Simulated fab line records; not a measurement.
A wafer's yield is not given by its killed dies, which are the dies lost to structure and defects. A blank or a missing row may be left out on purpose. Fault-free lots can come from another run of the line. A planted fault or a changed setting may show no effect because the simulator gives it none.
Which of the tools did it? + flow nandHarc + 13 lots, 34 wafers sampled, at 4 steps of a route of 1159

WHAT EACH GAUGE READ, for each wafer
NHARC_A_CHANNEL_HOLE_D1_OVL_MEAS_11. Usual: overlayXNm -0.3 nm, standard deviation 0.89; overlayYNm -0.1 nm, standard deviation 0.85.
| lot  | measured     | on         | overlayXNm (nm) | overlayYNm (nm) | flag |
|------|--------------|------------|-----------------|-----------------|------|
| L682 | day 8 08:08  | overlay-02 | 1.0 1.4 1.1     | -0.6 -0.4 -0.3  |      |
| L683 | day 8 08:56  | overlay-01 | -1.2 -0.8 -0.8  | 0.0 0.2 0.5     |      |
| L685 | day 9 00:53  | overlay-02 | -0.9 -0.5 -0.1  | -0.2 0.0 -0.5   |      |
| L690 | day 10 06:01 | overlay-01 | 0.6 0.5         | 0.1 -0.2        |      |
| L694 | day 11 14:30 | overlay-02 | 1.5             | 0.5             |      |
| L695 | day 11 14:55 | overlay-01 | 0.2 0.2 0.1     | -0.6 0.1 -0.5   |      |
| L693 | day 11 15:47 | overlay-01 | -1.0            | -2.0            |      |
| L697 | day 12 04:55 | overlay-02 | -0.1 -0.9 -0.6  | -1.4 -1.5 -1.4  |      |
| L699 | day 12 16:01 | overlay-02 | -1.3 -1.1 -0.9  | -0.7 -0.5 -0.7  |      |
| L701 | day 12 16:10 | overlay-01 | -0.1 -0.3 -0.3  | -0.2 -0.2 -0.4  |      |
| L703 | day 13 04:49 | overlay-02 | 0.6 0.2 0.1     | 0.9 1.2 0.6     |      |
| L702 | day 13 05:56 | overlay-02 | -1.4 -1.1 -0.9  | 0.4 0.4 0.7     |      |
| L705 | day 14 01:14 | overlay-02 | 0.9 0.2 0.4     | -0.5 0.0 -0.4   |      |

NHARC_A_CHANNEL_HOLE_D1_INSPECT_40. Usual: 62 for rawDefectCount, sd 17.
| lot  | measured     | on               | rawDefectCount | flag |
|------|--------------|------------------|----------------|------|
| L682 | day 8 15:19  | defectInspect-01 | 35 51 34       |      |
| L683 | day 8 18:24  | defectInspect-02 | 78 79 85       |      |
| L685 | day 9 08:04  | defectInspect-01 | 54 53 40       |      |
| L690 | day 10 13:01 | defectInspect-02 | 68 47          |      |
| L694 | day 11 21:30 | defectInspect-02 | 45             |      |
| L695 | day 11 21:53 | defectInspect-02 | 84 64 86       |      |
| L693 | day 12 01:41 | defectInspect-02 | 55             |      |
| L697 | day 12 11:55 | defectInspect-02 | 79 78 79       |      |
| L699 | day 12 23:31 | defectInspect-01 | 39 61 41       |      |
| L701 | day 13 02:49 | defectInspect-01 | 68 58 79       |      |
| L703 | day 13 11:50 | defectInspect-02 | 67 67 40       |      |
| L702 | day 13 12:55 | defectInspect-02 | 64 55 51       |      |
| L705 | day 14 08:22 | defectInspect-01 | 66 96 57       |      |

WHICH TOOL RAN EACH LOT (tool, then ch and the chambers of the sampled wafers, then the start)
| lot  | NHARC_A_CHANNEL_HOLE_D1_ETCH_38   | NHARC_A_CHANNEL_HOLE_D1_ETCH_34   |
|------|-----------------------------------|-----------------------------------|
| L682 | rieDiel-01 ch 0,1, day 8 08:20    | rieDiel-01 ch 0,3, day 8 08:45    |
| L683 | rieDiel-03 ch 1,2, day 8 09:08    | rieDiel-03 ch 1,2,3, day 8 09:34  |
| L685 | rieDiel-07 ch 0,1,3, day 9 01:04  | rieDiel-07 ch 0,1,2, day 9 01:25  |
| L690 | rieDiel-07 ch 1,3, day 10 06:13   | rieDiel-07 ch 0,3, day 10 06:34   |
| L694 | rieDiel-07 ch 0, day 11 14:43     | rieDiel-07 ch 0, day 11 15:04     |
| L695 | rieDiel-03 ch 0,1,2, day 11 15:06 | rieDiel-03 ch 1,2,3, day 11 15:27 |
| L693 | rieDiel-07 ch 0, day 11 15:59     | rieDiel-07 ch 0, day 11 16:20     |
| L697 | rieDiel-03 ch 0,1,3, day 12 05:07 | rieDiel-03 ch 1,3, day 12 05:28   |
| L699 | rieDiel-03 ch 0,3, day 12 16:11   | rieDiel-03 ch 1,3, day 12 16:32   |
| L701 | rieDiel-01 ch 0,2, day 12 16:21   | rieDiel-01 ch 0,2, day 12 16:41   |
| L703 | rieDiel-03 ch 0,3, day 13 04:59   | rieDiel-03 ch 0,2,3, day 13 05:20 |
| L702 | rieDiel-01 ch 1,3, day 13 06:07   | rieDiel-01 ch 0,2, day 13 06:27   |
| L705 | rieDiel-03 ch 0,2,3, day 14 01:25 | rieDiel-03 ch 0,1,2, day 14 01:46 |
- NHARC_A_CHANNEL_HOLE_D1_ETCH_38: etches the open film in CF4, target depth 39 nm, time 65 s.
- NHARC_A_CHANNEL_HOLE_D1_ETCH_34: etches the open film in CF4/CHF3, target depth 154 nm, time 77 s.

WHAT THE TOOLS THEMSELVES READ (means of the sampled wafers that have a number; where no wafer has one, the mark that the record gives instead)
NHARC_A_CHANNEL_HOLE_D1_ETCH_38. Usual: drypumpMotorCurrentA 5.40 A, standard deviation 0.29; oesProductAu 0.999 a.u., standard deviation 0.0077; rfVppV 151.3 V, standard deviation 1.1; showerheadPlenumPTorr 1.76 Torr, standard deviation 0.068; throttleValvePct 13.283 %, standard deviation 0.0096.
| lot  | tool       | drypumpMotorCurrentA (A) | oesProductAu (a.u.) | rfVppV (V) | showerheadPlenumPTorr (Torr) | throttleValvePct (%) | flag |
|------|------------|--------------------------|---------------------|------------|------------------------------|----------------------|------|
| L682 | rieDiel-01 | 5.52                     | 0.996               | 150.9      | 1.77                         | 13.289               |      |
| L683 | rieDiel-03 | 5.48                     | 0.997               | 150.2      | 1.66                         | 13.286               |      |
| L685 | rieDiel-07 | 5.35                     | 0.991               | 151.9      | 1.80                         | 13.286               |      |
| L690 | rieDiel-07 | 5.27                     | 0.994               | 153.1      | 1.85                         | 13.273               |      |
| L694 | rieDiel-07 | 5.46                     | 1.016               | 150.0      | 1.72                         | 13.292               |      |
| L695 | rieDiel-03 | 5.36                     | 1.009               | 150.0      | 1.69                         | 13.285               |      |
| L693 | rieDiel-07 | 5.49                     | 1.006               | 152.3      | 1.72                         | 13.279               |      |
| L697 | rieDiel-03 | 5.40                     | 0.998               | 151.2      | 1.74                         | 13.292               |      |
| L699 | rieDiel-03 | 5.31                     | 0.995               | 152.5      | 1.80                         | 13.277               |      |
| L701 | rieDiel-01 | 5.34                     | 0.998               | 151.7      | 1.80                         | 13.279               |      |
| L703 | rieDiel-03 | 5.13                     | 0.992               | 151.1      | 1.77                         | 13.282               |      |
| L702 | rieDiel-01 | 5.56                     | 1.005               | 150.6      | 1.75                         | 13.285               |      |
| L705 | rieDiel-03 | 5.29                     | 0.993               | 151.0      | 1.74                         | 13.294               |      |

NHARC_A_CHANNEL_HOLE_D1_ETCH_34. Usual: chf3FlowSccm 29.98 sccm, standard deviation 0.074; drypumpMotorCurrentA 5.37 A, standard deviation 0.3; oesProductAu 0.952 a.u., standard deviation 0.022; rfVppV 370.5 V, standard deviation 2.2; showerheadPlenumPTorr 1.57 Torr, standard deviation 0.06; throttleValvePct 16.802 %, standard deviation 0.0098.
| lot  | tool       | chf3FlowSccm (sccm) | drypumpMotorCurrentA (A) | oesProductAu (a.u.) | rfVppV (V) | showerheadPlenumPTorr (Torr) | throttleValvePct (%) | flag |
|------|------------|---------------------|--------------------------|---------------------|------------|------------------------------|----------------------|------|
| L682 | rieDiel-01 | 30.00               | 5.70                     | 0.967               | 372.0      | 1.60                         | 16.814               |      |
| L683 | rieDiel-03 | 30.03               | 5.51                     | 0.959               | 369.9      | 1.52                         | 16.806               |      |
| L685 | rieDiel-07 | 30.02               | 5.50                     | 0.979               | 371.1      | 1.59                         | 16.805               |      |
| L690 | rieDiel-07 | 29.95               | 5.20                     | 0.883               | 370.6      | 1.58                         | 16.786               | OFF  |
| L694 | rieDiel-07 | 30.04               | 5.48                     | 0.968               | 369.8      | 1.53                         | 16.795               |      |
| L695 | rieDiel-03 | 30.02               | 5.51                     | 0.953               | 369.3      | 1.52                         | 16.807               |      |
| L693 | rieDiel-07 | 30.03               | 5.49                     | 0.979               | 370.4      | 1.53                         | 16.800               |      |
| L697 | rieDiel-03 | 30.00               | 5.53                     | 0.959               | 370.8      | 1.58                         | 16.804               |      |
| L699 | rieDiel-03 | 30.03               | 5.58                     | 0.960               | 369.7      | 1.58                         | 16.806               |      |
| L701 | rieDiel-01 | 29.94               | 5.14                     | 0.968               | 372.3      | 1.60                         | 16.801               |      |
| L703 | rieDiel-03 | 29.96               | 5.27                     | 0.926               | 369.7      | 1.55                         | 16.798               |      |
| L702 | rieDiel-01 | 30.10               | 5.14                     | 0.923               | 371.8      | 1.60                         | 16.797               |      |
| L705 | rieDiel-03 | 30.04               | 5.36                     | 0.964               | 368.0      | 1.50                         | 16.804               |      |

THE ANSWER, worked out from the rows above alone
Rule: a lot is off if the mean of its wafers that have a number lies more than 3 standard deviations from the usual mean. Also off: a lot with no number at a reading for which 4 or more lots have one. The other lots that the step has rows for count as sound. First the gauges in route order, then the tools' own readings, where a lot's mean is used as printed above. The first step at which some lot is off is used, and at that step the reading that is off furthest; a lot without a number counts as furthest.
Off at NHARC_A_CHANNEL_HOLE_D1_ETCH_34 (oesProductAu): L690.
If a tool, at that step or one of the process steps before it, ran each lot that is off and ran no sound lot following the first of them, it fits. Not one of the candidates tried fits.

WHAT THE SIMULATOR PUT IN
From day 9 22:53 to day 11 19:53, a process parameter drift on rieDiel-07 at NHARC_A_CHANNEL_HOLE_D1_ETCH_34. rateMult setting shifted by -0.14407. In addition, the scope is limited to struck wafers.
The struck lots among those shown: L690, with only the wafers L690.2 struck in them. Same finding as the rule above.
